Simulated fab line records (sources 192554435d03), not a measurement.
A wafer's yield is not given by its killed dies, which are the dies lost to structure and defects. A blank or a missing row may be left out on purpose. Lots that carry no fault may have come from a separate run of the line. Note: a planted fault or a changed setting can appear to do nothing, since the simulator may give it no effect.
Lot-split experiment | flow n5Finfet | on a route of 1938 steps: 7 lots, 39 wafers read

## THE SPLIT
At N5_FIN_SAQP_HM_DEP_03 (deposits SiNx from SiH4/NH3/N2, target thk 38 nm, time 33.6 s), the setting timeS was moved away from the recipe's 33.6 s on 9 of the 39 wafers read, by -58.0% to +26.9%. For the rest of the wafers, this setting stayed at what the recipe calls for.

## FROM THE SPLIT TO THE READING: what the file shows between them, 4 steps
- N5_FIN_SAQP_THK_MEAS_05
- N5_FIN_SAQP_PECVD_47: deposits a-Si from SiH4/He, target thk 45 nm, time 36.3 s
- N5_FIN_SAQP_PECVD_48: deposits SiNx from SiH4/NH3/N2, target thk 25 nm, time 22.1 s
- N5_FIN_SAQP_MANDREL2_REMOVE_60: chemistry HBr/Cl2/O2, target a-Si, stops on SiNx, bt time 10 s

## THE READING
etch.depthNm (the simulator's own value, which no gauge read), in nm, at N5_FIN_SAQP_HM_OPEN_33 (chemistry CH3F/O2, target SiNx, target depth 49.4 nm, time 70.6 s). The file gives no usual value for it. Average 37.47 nm, standard deviation 0.63 nm, over the 30 wafers here run with the recipe.

wafer  | tool, chamber at the split | timeS as run, s | against the recipe | etch.depthNm, nm | against lot-mates on the recipe
L082.2 | pecvd-01, 0                | 33.6            | recipe             | 37.18            | -
L082.3 | pecvd-01, 2                | 33.6            | recipe             | 36.89            | -
L082.6 | pecvd-01, 2                | 33.6            | recipe             | 37.3             | -
L086.1 | pecvd-02, 2                | 33.6            | recipe             | 37.78            | -
L086.2 | pecvd-02, 1                | 33.6            | recipe             | 37.51            | -
L086.3 | pecvd-02, 1                | 33.6            | recipe             | 38.13            | -
L086.4 | pecvd-02, 2                | 33.6            | recipe             | 38               | -
L086.5 | pecvd-02, 1                | 33.6            | recipe             | 38               | -
L086.6 | pecvd-02, 2                | 33.6            | recipe             | 38.39            | -
L089.1 | pecvd-04, 0                | 42.65           | +26.9%             | 46.99            | +10.40
L089.2 | pecvd-04, 1                | 33.6            | recipe             | 36.22            | -
L089.3 | pecvd-04, 2                | 42.65           | +26.9%             | 46.87            | +10.28
L089.4 | pecvd-04, 1                | 33.6            | recipe             | 36.72            | -
L089.5 | pecvd-04, 0                | 42.65           | +26.9%             | 47.44            | +10.85
L089.6 | pecvd-04, 2                | 33.6            | recipe             | 36.84            | -
L092.1 | pecvd-02, 1                | 14.1            | -58.0%             | 15.98            | -21.59
L092.2 | pecvd-02, 0                | 14.1            | -58.0%             | 15.04            | -22.53
L092.3 | pecvd-02, 2                | 33.6            | recipe             | 37.65            | -
L092.4 | pecvd-02, 1                | 33.6            | recipe             | 37.64            | -
L092.5 | pecvd-02, 2                | 14.1            | -58.0%             | 15.86            | -21.71
L092.6 | pecvd-02, 0                | 33.6            | recipe             | 37.42            | -
L093.1 | pecvd-04, 2                | 33.6            | recipe             | 36.87            | -
L093.2 | pecvd-04, 1                | 33.6            | recipe             | 36.67            | -
L093.3 | pecvd-04, 0                | 33.6            | recipe             | 36.61            | -
L093.4 | pecvd-04, 0                | 33.6            | recipe             | 37.31            | -
L093.5 | pecvd-04, 1                | 33.6            | recipe             | 37.03            | -
L093.6 | pecvd-04, 2                | 33.6            | recipe             | 37.18            | -
L094.1 | pecvd-02, 1                | 33.6            | recipe             | 37.57            | -
L094.2 | pecvd-02, 0                | 33.6            | recipe             | 37.38            | -
L094.3 | pecvd-02, 2                | 33.6            | recipe             | 37.94            | -
L094.4 | pecvd-02, 1                | 33.6            | recipe             | 38.51            | -
L094.5 | pecvd-02, 0                | 33.6            | recipe             | 38.16            | -
L094.6 | pecvd-02, 2                | 33.6            | recipe             | 38.22            | -
L097.1 | pecvd-02, 2                | 25.65           | -23.7%             | 28.36            | -9.30
L097.2 | pecvd-02, 0                | 33.6            | recipe             | 36.41            | -
L097.3 | pecvd-02, 1                | 25.65           | -23.7%             | 28.42            | -9.24
L097.4 | pecvd-02, 0                | 25.65           | -23.7%             | 28.68            | -8.98
L097.5 | pecvd-02, 2                | 33.6            | recipe             | 38.37            | -
L097.6 | pecvd-02, 1                | 33.6            | recipe             | 38.2             | -

FIT RESULTS
A straight line over all 39 wafers: etch.depthNm changes by +0.373 nm for each +1% of timeS; r = +1.00; the points scatter about the line by 0.6 nm.
The same after taking each lot's own level away (the mean of its wafers on the recipe; 39 wafers): +0.381 nm for each +1%; r = +1.00; scatter 0.39 nm.
Per that fit: largest timeS move, reading shift of 22 nm.
Across the lots, their own levels run from 36.593 to 37.968 nm, a range of 2.2 times the standard deviation given above.
The two slopes are in agreement: the lot-to-lot level therefore moves the slope only a little.
Check: -22.3 nm against its lot-mates is what the line predicts for one of the wafers moved furthest among these (-58.0%) when that wafer is left out of the fit. Against them it came out at -21.6 nm.

## ADDITIONAL SPLITS CARRIED BY THESE WAFERS
Other splits were also applied to these wafers ahead of the reading. Each is held against what the fit with the lots' levels taken away leaves over:
other split on the same wafers     | wafers away from the commonest value | r with etch.depthNm (lot level and that fit taken away)
N5_ZERO_LAYER_ETCH_18 targetDepthA | 6                                    | +0.10

## THE WHOLE CHAIN: every reading that the file lists as answering this split, in the file's order
step                    | what it does                                                      | reading                                                                           | change (the file's fit)               | r (the file's)
N5_FIN_SAQP_HM_DEP_03   | deposits SiNx from SiH4/NH3/N2, target thk 38 nm, time 33.6 s     | SiNx_of_FIN_SAQP_HM_DEP_03.thkNm (the simulator's own value, which no gauge read) | +0.383 nm for each +1% of the setting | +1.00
N5_FIN_SAQP_THK_MEAS_05 |                                                                   | thkNm                                                                             | withheld for each +1% of the setting  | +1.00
N5_FIN_SAQP_HM_OPEN_33  | chemistry CH3F/O2, target SiNx, target depth 49.4 nm, time 70.6 s | etchRfOnTimeS                                                                     | withheld for each +1% of the setting  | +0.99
N5_FIN_SAQP_HM_OPEN_33  | chemistry CH3F/O2, target SiNx, target depth 49.4 nm, time 70.6 s | etch.depthNm (the simulator's own value, which no gauge read)                     | +0.381 nm for each +1% of the setting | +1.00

## FILE'S OWN FIT
etch.depthNm changes by +0.381 nm for each +1% of timeS, r = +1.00.
